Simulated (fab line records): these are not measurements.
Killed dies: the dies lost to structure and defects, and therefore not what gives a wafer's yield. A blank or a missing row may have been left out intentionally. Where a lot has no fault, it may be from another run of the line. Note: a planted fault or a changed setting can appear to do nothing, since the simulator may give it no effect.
Which tool is to blame? | flow n5_finfet | 10 lots, 28 wafers sampled, at 6 steps of a route of 1938

== WHAT THE GAUGES SHOWED, per wafer ==
N5_BEOL_M0_RS_MEAS_126: the measuring method here is four-point-probe.
lot  | measured     | on            | M0_RS (ohm/sq)
L966 | day 6 13:11  | film_metro-02 | 0.506 0.517
L969 | day 7 03:34  | film_metro-01 | 0.527 0.513 0.569
L974 | day 8 14:56  | film_metro-01 | 92.907 99.777 93.074
L975 | day 8 19:56  | film_metro-02 | 86.824 91.754 97.384
L978 | day 9 09:49  | film_metro-02 | 0.531 0.530
L981 | day 10 02:26 | film_metro-01 | 0.536 0.503 0.521
L982 | day 10 10:04 | film_metro-01 | 0.499 0.517 0.553
L984 | day 11 00:27 | film_metro-01 | 0.602 0.519 0.533
L985 | day 11 05:53 | film_metro-02 | 0.535 0.520 0.507
L986 | day 11 22:29 | film_metro-02 | 0.512 0.517 0.501

== WHICH TOOL RAN EACH LOT (tool, then ch and the chambers of the sampled wafers, then the start) ==
lot  | N5_BEOL_M0_PRE_CLEAN_113     | N5_BEOL_M0_SPUTTER_134       | N5_BEOL_M0_ECD_118             | N5_BEOL_M0_CMP_120            | N5_BEOL_M0_PRE_CLEAN_131
L966 | pvd_sputter-02, day 6 10:49  | pvd_sputter-03, day 6 11:59  | ecd_cu-01 ch 0, day 6 12:14    | cmp-04 ch 1,3, day 6 12:38    | cvd_co-01 ch 0,1, day 6 12:56
L969 | pvd_sputter-01, day 6 23:52  | pvd_sputter-01, day 7 02:24  | ecd_cu-01 ch 0,1, day 7 02:38  | cmp-01 ch 0,2,3, day 7 03:01  | cvd_co-01 ch 0,1,2, day 7 03:21
L974 | pvd_sputter-02, day 8 10:02  | pvd_sputter-03, day 8 13:45  | ecd_cu-01 ch 0,1, day 8 13:59  | cmp-01 ch 1,2,3, day 8 14:22  | cvd_co-02 ch 0,1,2, day 8 14:42
L975 | pvd_sputter-02, day 8 18:00  | pvd_sputter-03, day 8 18:46  | ecd_cu-01 ch 0,1, day 8 19:01  | cmp-04 ch 0,2,3, day 8 19:28  | cvd_co-01 ch 0,2, day 8 19:43
L978 | pvd_sputter-03, day 9 06:03  | pvd_sputter-03, day 9 06:54  | ecd_cu-01 ch 0,1, day 9 07:08  | cmp-04 ch 0,3, day 9 09:24    | cvd_co-01 ch 1,2, day 9 09:36
L981 | pvd_sputter-01, day 10 00:12 | pvd_sputter-01, day 10 01:11 | ecd_cu-01 ch 0,1, day 10 01:25 | cmp-01 ch 1,3, day 10 01:53   | cvd_co-02 ch 0,2, day 10 02:11
L982 | pvd_sputter-02, day 10 07:58 | pvd_sputter-02, day 10 08:48 | ecd_cu-01 ch 0,1, day 10 09:02 | cmp-03 ch 0,1,3, day 10 09:31 | cvd_co-02 ch 0,1,2, day 10 09:50
L984 | pvd_sputter-02, day 10 21:06 | pvd_sputter-03, day 10 23:17 | ecd_cu-02 ch 0,1, day 10 23:31 | cmp-01 ch 0,2,3, day 10 23:58 | cvd_co-02 ch 0,1,2, day 11 00:14
L985 | pvd_sputter-01, day 11 03:37 | pvd_sputter-01, day 11 04:29 | ecd_cu-01 ch 0,1, day 11 04:43 | cmp-03 ch 1,3, day 11 05:20   | cvd_co-01 ch 0,1,2, day 11 05:40
L986 | pvd_sputter-01, day 11 19:46 | pvd_sputter-02, day 11 20:38 | ecd_cu-02 ch 0,1, day 11 20:53 | cmp-04 ch 1,2, day 11 21:56   | cvd_co-02 ch 1,2, day 11 22:16
- N5_BEOL_M0_PRE_CLEAN_113: time 30 s.
- N5_BEOL_M0_SPUTTER_134: material Cu, target thk 4 nm, time 7.37 s.
- N5_BEOL_M0_ECD_118: material Cu, target thk 300 nm.
- N5_BEOL_M0_CMP_120: polishes, stops on SiOC, t overpolish 6.9 s.
- N5_BEOL_M0_PRE_CLEAN_131: time 15 s.

== THE ANSWER, worked out from the rows above alone ==
Rule: the usual values come from the lots themselves. The widest of any qualifying gaps counts: lots, ordered by their means at a reading, are off when they make up no more than a third of the lots, leave a main group of 4 or more, and stand apart from it by 3 or more times the standard deviation of that group's means. A main group is skipped when, at the precision printed for the reading in the tables above, its means are all equal. Also off: a lot with no number at a reading for which 4 or more lots have one. Any other lot the step has rows for is counted as sound.
Off: at N5_BEOL_M0_RS_MEAS_126 (M0_RS), L974, L975. For the main group the mean is 0.525 ohm/sq and the standard deviation 0.013.
A tool fits if, at a process step before that reading, it ran every lot that is off, and no sound lot after the first of them. The gauges at N5_BEOL_M0_RS_MEAS_126 are tried like those tools. None of those tried fits.

== WHAT HAD BEEN PUT IN BY THE SIMULATOR ==
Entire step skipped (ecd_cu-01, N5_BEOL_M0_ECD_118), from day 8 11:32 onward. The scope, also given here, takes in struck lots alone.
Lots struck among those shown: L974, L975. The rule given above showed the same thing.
